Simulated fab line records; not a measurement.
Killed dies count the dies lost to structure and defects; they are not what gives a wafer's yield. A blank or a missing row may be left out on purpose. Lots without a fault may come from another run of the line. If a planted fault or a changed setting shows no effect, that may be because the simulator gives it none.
Which tool is to blame?    flow n5-finfet    Sampling: 24 lots, 72 wafers, 4 of 1938 route steps

## WHAT THE GAUGES READ, wafer by wafer
N5_BEOL_M1_CD_MEAS_18: pitch 36 nm, target cd 18 nm. Usual: cd-nm reads 17.93 nm (standard deviation 0.27).
lot   measured      on         cd-nm (nm)         flag
L074  day 5 23:16   cd-sem-02  18.24 18.31 18.11  
L075  day 6 08:26   cd-sem-03  17.54 17.90 17.60  
L076  day 6 19:28   cd-sem-02  18.18 18.08 17.88  
L077  day 6 19:51   cd-sem-03  17.67 17.85 17.92  
L078  day 7 04:07   cd-sem-03  17.65 18.10 17.57  
L079  day 7 08:41   cd-sem-03  18.28 18.22 18.35  
L080  day 7 18:24   cd-sem-03  18.29 18.04 17.86  
L081  day 7 18:37   cd-sem-02  17.77 18.28 18.43  
L083  day 8 01:32   cd-sem-03  18.16 17.50 17.74  
L082  day 8 04:08   cd-sem-03  17.87 17.91 18.04  
L084  day 8 14:36   cd-sem-02  18.01 17.61 17.84  
L085  day 9 00:14   cd-sem-03  18.16 17.95 17.91  
L086  day 9 07:33   cd-sem-02  17.96 17.81 18.11  
L087  day 9 13:39   cd-sem-02  18.00 18.11 18.04  
L088  day 9 22:20   cd-sem-03  18.64 18.11 17.90  
L089  day 10 04:29  cd-sem-02  18.13 17.76 17.71  
L090  day 10 08:11  cd-sem-01  17.94 18.02 17.69  
L091  day 10 07:58  cd-sem-03  18.01 17.74 17.49  
L092  day 11 02:17  cd-sem-03  18.20 17.64 17.56  
L093  day 11 02:27  cd-sem-03  17.98 17.56 18.07  
L094  day 11 02:29  cd-sem-01  18.10 17.39 17.65  
L095  day 11 12:35  cd-sem-02  17.73 18.26 18.21  
L096  day 11 12:59  cd-sem-01  17.89 18.15 17.38  
L097  day 11 20:38  cd-sem-01  17.75 18.03 17.47  

N5_BEOL_M1_CD_MEAS_28: target cd y 23.3 nm. Usual: cd-nm reads 24.04 nm (standard deviation 0.26).
lot   measured      on         cd-nm (nm)         flag
L074  day 5 23:43   cd-sem-02  24.59 24.56 24.30  
L075  day 6 08:53   cd-sem-02  23.85 24.12 24.12  
L076  day 6 19:47   cd-sem-02  24.30 24.19 24.18  
L077  day 6 20:10   cd-sem-03  24.01 23.91 24.22  
L078  day 7 04:26   cd-sem-02  23.77 23.56 24.23  
L079  day 7 09:01   cd-sem-03  24.03 23.96 24.16  
L080  day 7 18:43   cd-sem-02  24.41 23.68 23.78  
L081  day 7 19:04   cd-sem-02  24.38 23.98 24.15  
L083  day 8 01:51   cd-sem-03  23.70 23.88 23.74  
L082  day 8 04:26   cd-sem-02  23.73 23.77 24.07  
L084  day 8 14:55   cd-sem-02  24.23 24.14 23.96  
L085  day 9 00:34   cd-sem-03  24.26 23.78 24.25  
L086  day 9 07:59   cd-sem-02  23.68 24.28 24.17  
L087  day 9 13:58   cd-sem-02  24.14 23.81 23.83  
L088  day 9 22:47   cd-sem-02  23.71 24.04 23.86  
L089  day 10 04:48  cd-sem-02  23.70 24.42 24.12  
L090  day 10 08:38  cd-sem-03  23.40 23.87 24.08  
L091  day 10 08:17  cd-sem-02  23.75 24.13 23.75  
L092  day 11 02:57  cd-sem-03  23.99 24.39 24.02  
L093  day 11 03:01  cd-sem-01  23.82 23.85 23.96  
L094  day 11 03:04  cd-sem-01  24.33 24.60 24.11  
L095  day 11 13:01  cd-sem-02  24.30 23.86 24.01  
L096  day 11 13:26  cd-sem-01  24.03 24.13 24.38  
L097  day 11 21:05  cd-sem-03  24.45 24.03 23.77  

N5_BEOL_M1_OVL_MEAS_29. Usual: V0_OVL gives -0.3 nm (standard deviation 0.91).
lot   measured      on          V0_OVL (nm)     flag
L074  day 5 23:46   overlay-01  -1.1 -1.5 -0.4  
L075  day 6 08:56   overlay-02  -0.2 -1.1 0.9   
L076  day 6 19:49   overlay-01  0.3 -1.5 0.5    
L077  day 6 20:12   overlay-02  -0.1 0.3 -0.8   
L078  day 7 04:28   overlay-02  -3.1 -1.0 -2.1  
L079  day 7 09:02   overlay-02  -1.6 -0.2 -0.9  
L080  day 7 18:46   overlay-02  0.5 -0.3 1.1    
L081  day 7 19:05   overlay-01  0.0 0.9 1.0     
L083  day 8 01:53   overlay-01  1.6 1.3 -0.2    
L082  day 8 04:29   overlay-02  0.5 1.0 0.9     
L084  day 8 14:57   overlay-01  -0.3 0.7 -0.7   
L085  day 9 00:36   overlay-02  -0.7 -0.7 0.6   
L086  day 9 08:02   overlay-01  -1.1 0.3 -0.8   
L087  day 9 14:00   overlay-02  -2.2 -1.6 0.4   
L088  day 9 22:50   overlay-01  -0.9 -1.3 -0.9  
L089  day 10 04:50  overlay-01  1.3 0.9 0.5     
L090  day 10 08:40  overlay-02  -1.3 -0.4 0.7   
L091  day 10 08:19  overlay-02  -0.6 0.0 -0.9   
L092  day 11 02:59  overlay-02  -1.3 -0.2 0.6   
L093  day 11 03:02  overlay-01  -1.2 -1.7 -0.3  
L094  day 11 03:06  overlay-02  -0.9 0.0 0.5    
L095  day 11 13:04  overlay-01  0.0 0.9 -0.6    
L096  day 11 13:28  overlay-02  0.4 0.2 0.2     
L097  day 11 21:07  overlay-02  -0.9 0.1 -0.8   

## WHICH TOOL RAN EACH LOT (tool, then ch and the chambers of the sampled wafers, then the start)
lot   N5_BEOL_M1_PECVD_72
L074  pecvd-04 ch 0,1,2, day 5 20:59
L075  pecvd-04 ch 1,2, day 6 06:41
L076  pecvd-03 ch 1,2, day 6 17:13
L077  pecvd-04 ch 2, day 6 18:32
L078  pecvd-01 ch 1,2, day 7 01:29
L079  pecvd-04 ch 1,2, day 7 06:35
L080  pecvd-04 ch 1,2, day 7 15:25
L081  pecvd-04 ch 1,2, day 7 15:34
L083  pecvd-04 ch 1,2, day 8 00:03
L082  pecvd-01 ch 0,1,2, day 8 00:35
L084  pecvd-03 ch 0,1, day 8 11:08
L085  pecvd-04 ch 1,2, day 8 22:50
L086  pecvd-03 ch 1,2, day 9 05:01
L087  pecvd-04 ch 1,2, day 9 11:01
L088  pecvd-04 ch 1,2, day 9 20:21
L089  pecvd-04 ch 0,1, day 10 01:25
L090  pecvd-03 ch 0, day 10 06:07
L091  pecvd-04 ch 0,1, day 10 06:11
L092  pecvd-01 ch 0,2, day 10 23:56
L093  pecvd-01 ch 0,1, day 10 23:59
L094  pecvd-04 ch 0,2, day 11 00:10
L095  pecvd-01 ch 0,1,2, day 11 08:20
L096  pecvd-01 ch 0,1, day 11 11:23
L097  pecvd-04 ch 0,2, day 11 19:19
- N5_BEOL_M1_PECVD_72: deposits SiO2 from TEOS/O2, target thk 16 nm, time 18 s.

## AS READ BY THE TOOLS THEMSELVES (means over the sampled wafers that have a number; for cases with no such wafer, the mark the record gives instead)
N5_BEOL_M1_PECVD_72. Usual: heater-power-w 723 W, standard deviation 98; showerhead-plenum-p-Torr 8.77 Torr, standard deviation 0.051; throttle-valve-pct 22.1 %, standard deviation 0.98.
lot   tool      heater-power-w (W)  showerhead-plenum-p-Torr (Torr)  throttle-valve-pct (%)  flag
L074  pecvd-04  660                 8.73                             22.0                    
L075  pecvd-04  748                 8.75                             21.9                    
L076  pecvd-03  568                 8.85                             21.8                    
L077  pecvd-04  704                 8.78                             21.4                    
L078  pecvd-01  667                 8.77                             21.7                    
L079  pecvd-04  760                 8.74                             21.9                    
L080  pecvd-04  780                 8.77                             21.9                    
L081  pecvd-04  729                 8.75                             22.1                    
L083  pecvd-04  708                 8.76                             22.0                    
L082  pecvd-01  750                 8.78                             22.0                    
L084  pecvd-03  646                 8.80                             22.4                    
L085  pecvd-04  722                 8.75                             21.8                    
L086  pecvd-03  616                 8.85                             21.6                    
L087  pecvd-04  766                 8.73                             22.6                    
L088  pecvd-04  709                 8.75                             22.0                    
L089  pecvd-04  779                 8.71                             22.6                    
L090  pecvd-03  712                 8.82                             23.0                    
L091  pecvd-04  729                 8.71                             22.6                    
L092  pecvd-01  859                 8.75                             22.1                    
L093  pecvd-01  803                 8.84                             22.9                    
L094  pecvd-04  637                 8.77                             21.2                    
L095  pecvd-01  788                 8.78                             22.2                    
L096  pecvd-01  828                 8.80                             22.5                    
L097  pecvd-04  658                 8.76                             21.2                    

## THE ANSWER, worked out from the rows above alone
Rule: lot off if the mean of its wafers having a number is beyond 3 standard deviations from the usual mean. Also off: a lot with no number at a reading for which 4 or more lots have one. Where the step has rows for the other lots, those lots are counted as sound. Order of review: gauges by route order, followed by the tools' own readings, for which a lot's mean as printed above is used. The first step at which some lot is off is used, and at that step the reading that is off furthest; a lot without a number counts as furthest.
Nothing can be told from this: no lot is off at any reading shown.

## WHAT THE SIMULATOR HAD INSERTED
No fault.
